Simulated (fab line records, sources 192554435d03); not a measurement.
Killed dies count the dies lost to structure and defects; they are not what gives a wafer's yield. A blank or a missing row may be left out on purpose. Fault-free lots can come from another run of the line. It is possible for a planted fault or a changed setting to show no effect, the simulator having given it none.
fab line records + flow n5-finfet
record
- lots=5
- wafers=15
- last-day=17
route steps=1938 shown PASSIVATION@1930 END@1938
lots that met no fault: from a run of the same line without faults
start-h: the number of hours between the record's first day and the start of the first shown wafer of the lot + wait-h: time in hours since the lot's previous step + " as in the row above + L1.1+2: one row covering several wafers at once + - no value, or no start was given + * or withheld: withheld + < > ~ a bound
route shown NAME@n: NAME is a module with steps in the file, n the number in the route of the first one + usual: mean and standard deviation over wafers with no fault + same: alike in all rows + chamber/n: place in a boat + sites: each site's reading + _std_site: their standard deviation + _edge_site: inner sites' mean taken away from outer sites' mean + radius-mm: for every site, how far away it sits from the centre of the wafer + mask NAME#n: copy n + behind: the last tool/chamber to shape the wafer + hold: the reason the lot was held/the length of the hold in hours/how it ended + device: which transistor (n, p or np) failed to switch + end of line: tests of these same wafers at the route's end + a step without rows: its recipe alone + killed: the dies lost at the first sort to structure and to defects; this is not the yield of the wafer + map: dies across one wafer; x = killed, . = not, _ = none there
set.NAME: the setting that was run; set.NAME@STEP: the one run at that earlier step + model.NAME: the simulator's own value behind a step, which no gauge read
a table for each step, a row for each wafer; lots at some steps of the route
services: from which hour (start-h, from the record's first day; less than 0 if before it) a tool's chamber was out of use, for how many hours, and why
## steps
# step N5_PASSIVATION_ETCH_54
# recipe
- chemistry=CHF3/O2
- target=SiO2
- target-depth-a=8800
- CHF3_flow_sccm=50
- O2_flow_sccm=5
- Ar_flow_sccm=200
- time-s=440
- mask-material=PR
- pressure-mtorr=30
- source-w=650
- bias-w=170
- ion-energy-ev=200
# usual
- bias-w=170.1/0.53
- drypump-motor-current-A=5.6/0.55
- oes-product-au=0.82/0.072
- rf-vpp-V=522/5.1
- showerhead-plenum-p-Torr=2.41/0.066
- throttle-valve-pct=18.73/0.17
| lot.wafer | tool        | chamber | start-h | wait-h | bias-w | drypump-motor-current-A | oes-product-au | rf-hours-counter-h | rf-vpp-V | showerhead-plenum-p-Torr | throttle-valve-pct |
|-----------|-------------|---------|---------|--------|--------|-------------------------|----------------|--------------------|----------|--------------------------|--------------------|
| L076.1    | rie-diel-06 | 3       | 265.13  | 0.1    | 169.7  | 5.0                     | 1.00           | 2                  | 518      | 2.37                     | 18.55              |
| L076.4    | "           | 1       | "       | "      | 170.7  | 5.3                     | 0.85           | 44                 | 523      | 2.45                     | 18.79              |
| L076.5    | "           | 0       | "       | "      | 170.5  | 5.8                     | 0.69           | -                  | 522      | 2.38                     | 18.87              |
| L078.2    | rie-diel-06 | 0       | 291.60  | 0.1    | 170.0  | 5.8                     | 0.68           | 250                | 520      | 2.37                     | 18.88              |
| L078.4    | "           | 2       | "       | "      | 169.7  | 6.1                     | 0.79           | 88                 | 521      | 2.34                     | 18.83              |
| L078.6    | "           | 3       | "       | "      | 169.8  | 5.0                     | 0.96           | -                  | 517      | 2.36                     | 18.58              |
| L086.1    | rie-diel-02 | 1       | 329.73  | 0.1    | 170.2  | 6.7                     | 0.86           | 69                 | 513      | 2.34                     | 18.64              |
| L086.4    | "           | 3       | "       | "      | 171.0  | 5.9                     | 0.84           | 85                 | 530      | 2.53                     | 18.60              |
| L086.6    | "           | 1       | "       | "      | 170.2  | 6.7                     | 0.85           | -                  | 514      | 2.34                     | 18.65              |
| L088.2    | rie-diel-04 | 1       | 354.42  | 0.1    | 170.6  | 5.5                     | 0.95           | 5                  | 517      | 2.36                     | 18.56              |
| L088.5    | "           | 3       | "       | "      | 170.0  | 5.5                     | 0.72           | -                  | 528      | 2.40                     | 18.93              |
| L088.6    | "           | 0       | "       | "      | 169.6  | 6.3                     | 0.76           | -                  | 530      | 2.43                     | 18.46              |
| L094.3    | rie-diel-06 | 3       | 393.82  | 0.1    | 170.7  | 5.0                     | 0.88           | 51                 | 516      | 2.35                     | 18.66              |
| L094.4    | "           | 0       | "       | "      | 169.9  | 5.8                     | 0.91           | 30                 | 522      | 2.36                     | 18.57              |
| L094.5    | "           | 3       | "       | "      | 170.1  | 5.0                     | 0.89           | -                  | 516      | 2.35                     | 18.65              |
# step N5_PASSIVATION_STRIP_48
# recipe
- chemistry=O2
- power-w=600
- temp-c=60
- pressure-mtorr=30
- rf-frequency-hz=6e+07
- bias-power-w=0
- overash-fraction=0.5
- o2-flow-sccm=225
# usual
- drypump-motor-current-A=5.6/0.55
- oes-product-au=0.82/0.076
- rf-vpp-V=3.5/2.4
- showerhead-plenum-p-Torr=2.09/0.057
- temp-c=60.00/0.12
- throttle-valve-pct=16.58/0.19
# same
- bias-power-w=0
| lot.wafer | tool        | chamber | start-h | wait-h | drypump-motor-current-A | oes-product-au | rf-hours-counter-h | rf-vpp-V | showerhead-plenum-p-Torr | temp-c | throttle-valve-pct |
|-----------|-------------|---------|---------|--------|-------------------------|----------------|--------------------|----------|--------------------------|--------|--------------------|
| L076.1    | rie-diel-06 | 3       | 265.42  | 0.1    | 5.0                     | 1.00           | 2                  | 0        | 2.06                     | 60.02  | 16.55              |
| L076.4    | "           | 1       | "       | "      | 5.3                     | 0.84           | 44                 | 4.2      | 2.13                     | 60.01  | 16.70              |
| L076.5    | "           | 0       | "       | "      | 5.8                     | 0.69           | -                  | 2.3      | 2.06                     | 59.98  | 16.66              |
| L078.2    | rie-diel-06 | 0       | 291.89  | 0.1    | 5.8                     | 0.67           | 250                | 2.2      | 2.05                     | 59.89  | 16.70              |
| L078.4    | "           | 2       | "       | "      | 6.0                     | 0.78           | 88                 | 3.6      | 2.03                     | 60.03  | 16.57              |
| L078.6    | "           | 3       | "       | "      | 5.0                     | 0.99           | -                  | 1.3      | 2.06                     | 59.88  | 16.54              |
| L086.1    | rie-diel-02 | 1       | 330.02  | 0.1    | 6.7                     | 0.84           | 69                 | 7.3      | 2.04                     | 60.15  | 16.56              |
| L086.4    | "           | 3       | "       | "      | 5.9                     | 0.82           | 85                 | 2.5      | 2.21                     | 60.00  | 16.47              |
| L086.6    | "           | 1       | "       | "      | 6.7                     | 0.88           | -                  | 3.3      | 2.04                     | 60.06  | 16.49              |
| L088.2    | rie-diel-04 | 1       | 354.71  | 0.1    | 5.4                     | 0.92           | 5                  | 2.4      | 2.06                     | 59.92  | 16.45              |
| L088.5    | "           | 3       | "       | "      | 5.5                     | 0.74           | -                  | 4.1      | 2.09                     | 60.01  | 16.78              |
| L088.6    | "           | 0       | "       | "      | 6.2                     | 0.76           | -                  | 0        | 2.11                     | 60.00  | 16.30              |
| L094.3    | rie-diel-06 | 3       | 394.11  | 0.1    | 5.0                     | 0.94           | 51                 | 7.7      | 2.04                     | 59.92  | 16.47              |
| L094.4    | "           | 0       | "       | "      | 5.8                     | 0.92           | 30                 | 6.4      | 2.04                     | 59.96  | 16.33              |
| L094.5    | "           | 3       | "       | "      | 5.0                     | 0.90           | -                  | 11.4     | 2.04                     | 59.92  | 16.55              |
# step N5_PASSIVATION_STRIP_52
# recipe
- chemistry=post-etch-residue-remover
- time-s=1200
- temp-c=72.5
# usual
- bath-heat-duty-pct=14.1/1.6
- temp-c=72.47/0.12
| lot.wafer | tool         | chamber | start-h | wait-h | bath-heat-duty-pct | temp-c |
|-----------|--------------|---------|---------|--------|--------------------|--------|
| L076.1    | wet-bench-05 | 0       | 265.49  | -      | 14.4               | 72.34  |
| L076.4    | "            | 3       | "       | "      | 13.8               | 72.58  |
| L076.5    | "            | 1       | "       | "      | 15.2               | 72.63  |
| L078.2    | wet-bench-06 | 1       | 291.95  | -      | 13.7               | 72.59  |
| L078.4    | "            | 2       | "       | "      | 13.5               | 72.24  |
| L078.6    | "            | 4       | "       | "      | 16.2               | 72.38  |
| L086.1    | wet-bench-05 | 4       | 330.09  | -      | 15.9               | 72.32  |
| L086.4    | "            | 2       | "       | "      | 13.6               | 72.52  |
| L086.6    | "            | 3       | "       | "      | 12.4               | 72.40  |
| L088.2    | wet-bench-06 | 4       | 354.78  | -      | 15.7               | 72.58  |
| L088.5    | "            | 6       | "       | "      | 17.3               | 72.52  |
| L088.6    | "            | 7       | "       | "      | 11.9               | 72.46  |
| L094.3    | wet-bench-05 | 1       | 394.17  | -      | 15.3               | 72.31  |
| L094.4    | "            | 3       | "       | "      | 13.3               | 72.58  |
| L094.5    | "            | 0       | "       | "      | 14.2               | 72.54  |
# step N5_PASSIVATION_CLEAN_71
# recipe
- chemistry=IPA
- time-s=180
- temp-c=25
# usual
- bath-heat-duty-pct=6.2/0.82
- temp-c=25.01/0.11
| lot.wafer | tool         | chamber | start-h | wait-h | bath-heat-duty-pct | temp-c |
|-----------|--------------|---------|---------|--------|--------------------|--------|
| L076.1    | wet-bench-05 | 0       | 265.82  | 0.0    | 6.2                | 25.23  |
| L076.4    | "            | 3       | "       | "      | 5.7                | 25.00  |
| L076.5    | "            | 1       | "       | "      | 6.8                | 24.97  |
| L078.2    | wet-bench-06 | 1       | 292.29  | 0.0    | 6.6                | 24.93  |
| L078.4    | "            | 2       | "       | "      | 6.6                | 24.97  |
| L078.6    | "            | 4       | "       | "      | 6.7                | 24.89  |
| L086.1    | wet-bench-05 | 4       | 330.45  | 0.0    | 5.1                | 24.90  |
| L086.4    | "            | 2       | "       | "      | 6.9                | 25.02  |
| L086.6    | "            | 3       | "       | "      | 5.6                | 25.20  |
| L088.2    | wet-bench-06 | 4       | 355.11  | 0.0    | 7.4                | 25.12  |
| L088.5    | "            | 6       | "       | "      | 7.4                | 24.97  |
| L088.6    | "            | 7       | "       | "      | 5.9                | 25.10  |
| L094.3    | wet-bench-05 | 1       | 394.51  | 0.0    | 7.4                | 24.90  |
| L094.4    | "            | 3       | "       | "      | 6.1                | 25.14  |
| L094.5    | "            | 0       | "       | "      | 6.7                | 25.20  |
# step N5_PASSIVATION_SRD_72
# recipe
- dry=ipa-marangoni
- time-s=30
- temp-c=23
- rinse-liquid=diw
# usual
- bath-heat-duty-pct=3.5/0.54
- temp-c=22.99/0.11
| lot.wafer | tool         | chamber | start-h | wait-h | bath-heat-duty-pct | temp-c |
|-----------|--------------|---------|---------|--------|--------------------|--------|
| L076.1    | wet-bench-05 | 0       | 265.87  | 0.0    | 2.9                | 22.81  |
| L076.4    | "            | 3       | "       | "      | 3.0                | 22.76  |
| L076.5    | "            | 1       | "       | "      | 2.9                | 23.09  |
| L078.2    | wet-bench-06 | 1       | 292.34  | 0.0    | 3.7                | 23.00  |
| L078.4    | "            | 2       | "       | "      | 3.2                | 22.82  |
| L078.6    | "            | 4       | "       | "      | 3.7                | 23.03  |
| L086.1    | wet-bench-05 | 4       | 330.51  | 0.0    | 3.3                | 22.92  |
| L086.4    | "            | 2       | "       | "      | 3.3                | 23.18  |
| L086.6    | "            | 3       | "       | "      | 2.9                | 22.99  |
| L088.2    | wet-bench-06 | 4       | 355.17  | 0.0    | 3.7                | 22.96  |
| L088.5    | "            | 6       | "       | "      | 3.6                | 23.00  |
| L088.6    | "            | 7       | "       | "      | 2.6                | 22.74  |
| L094.3    | wet-bench-05 | 1       | 394.56  | 0.0    | 3.5                | 23.00  |
| L094.4    | "            | 3       | "       | "      | 3.6                | 22.96  |
| L094.5    | "            | 0       | "       | "      | 3.9                | 23.01  |
# step N5_PASSIVATION_ANNEAL_56
# recipe
- temp-c=400
- time-s=1800
- ambient=FGA
- idle-temp-c=300
- ramp-up-c-per-min=5
- ramp-down-c-per-min=3
# usual
- spike-tc-bottom-C=424.8/1.4
- zone-power-top-pct=10.2/0.33
| lot.wafer | tool       | chamber | start-h | wait-h | spike-tc-bottom-C | zone-power-top-pct |
|-----------|------------|---------|---------|--------|-------------------|--------------------|
| L076.1    | furnace-01 | 0       | 266.56  | 0.7    | 423.7             | 10.5               |
| L076.4    | "          | 0       | "       | "      | 424.5             | 10.4               |
| L076.5    | "          | 0       | "       | "      | 425.9             | 10.4               |
| L078.2    | furnace-02 | 0       | 292.38  | 0.0    | 425.8             | 10.6               |
| L078.4    | "          | 0       | "       | "      | 426.4             | 10.5               |
| L078.6    | "          | 0       | "       | "      | 426.7             | 10.6               |
| L086.1    | furnace-02 | 0       | 330.55  | 0.0    | 426.5             | 10.6               |
| L086.4    | "          | 0       | "       | "      | 426.7             | 10.6               |
| L086.6    | "          | 0       | "       | "      | 425.3             | 10.7               |
| L088.2    | furnace-01 | 0       | 355.21  | 0.0    | 423.4             | 10.4               |
| L088.5    | "          | 0       | "       | "      | 424.4             | 10.3               |
| L088.6    | "          | 0       | "       | "      | 423.0             | 10.3               |
| L094.3    | furnace-01 | 0       | 394.60  | 0.0    | 424.4             | 10.2               |
| L094.4    | "          | 0       | "       | "      | 423.4             | 10.4               |
| L094.5    | "          | 0       | "       | "      | 424.8             | 10.1               |
# step N5_PASSIVATION_INSPECT_57
# recipe
- inspect-instrument=macro
- mode=outgoing
# usual
- raw-defect-count=1.8/1.2
| lot.wafer | tool              | chamber | start-h | wait-h | raw-defect-count |
|-----------|-------------------|---------|---------|--------|------------------|
| L076.1    | defect-inspect-02 | -       | 268.91  | 0.0    | 2                |
| L076.4    | "                 | -       | "       | "      | 1                |
| L076.5    | "                 | -       | "       | "      | 2                |
| L078.2    | defect-inspect-01 | -       | 294.73  | 0.0    | 2                |
| L078.4    | "                 | -       | "       | "      | 1                |
| L078.6    | "                 | -       | "       | "      | 2                |
| L086.1    | defect-inspect-01 | -       | 332.90  | 0.0    | 1                |
| L086.4    | "                 | -       | "       | "      | 2                |
| L086.6    | "                 | -       | "       | "      | 1                |
| L088.2    | defect-inspect-01 | -       | 357.56  | 0.0    | 1                |
| L088.5    | "                 | -       | "       | "      | 1                |
| L088.6    | "                 | -       | "       | "      | 1                |
| L094.3    | defect-inspect-02 | -       | 396.97  | 0.0    | 1                |
| L094.4    | "                 | -       | "       | "      | 2                |
| L094.5    | "                 | -       | "       | "      | 2                |
## services
| tool         | chamber | start-h | hours | kind                          |
|--------------|---------|---------|-------|-------------------------------|
| rie-diel-04  | 1       | 283.96  | 9.8   | repair                        |
| rie-diel-06  | 0       | 291.93  | -     | clean                         |
| rie-diel-06  | 0       | 291.93  | -     | consumable-replace:focus-ring |
| rie-diel-06  | 0       | 291.93  | 14.4  | scheduled-down                |
| rie-diel-06  | 0       | 291.93  | 14.4  | vent-cycle                    |
| rie-diel-04  | 2       | 306.92  | 9.3   | repair                        |
| wet-bench-06 | -       | 312.27  | 1.6   | repair                        |
| wet-bench-06 | -       | 321.55  | 1.7   | repair                        |
| rie-diel-04  | 1       | 322.19  | -     | clean                         |
| rie-diel-04  | 1       | 322.19  | -     | consumable-replace:focus-ring |
| rie-diel-04  | 1       | 322.19  | 16.8  | scheduled-down                |
| rie-diel-04  | 1       | 322.19  | 16.8  | vent-cycle                    |
| furnace-02   | -       | 343.55  | 2.0   | repair                        |
| wet-bench-05 | -       | 346.07  | 2.1   | repair                        |
| rie-diel-02  | 0       | 360.62  | 1.7   | repair                        |
| rie-diel-04  | -       | 370.58  | 2.8   | pm                            |
| rie-diel-02  | 3       | 381.32  | 10.0  | repair                        |
| rie-diel-04  | 3       | 392.98  | 7.8   | repair                        |
## key
fault none
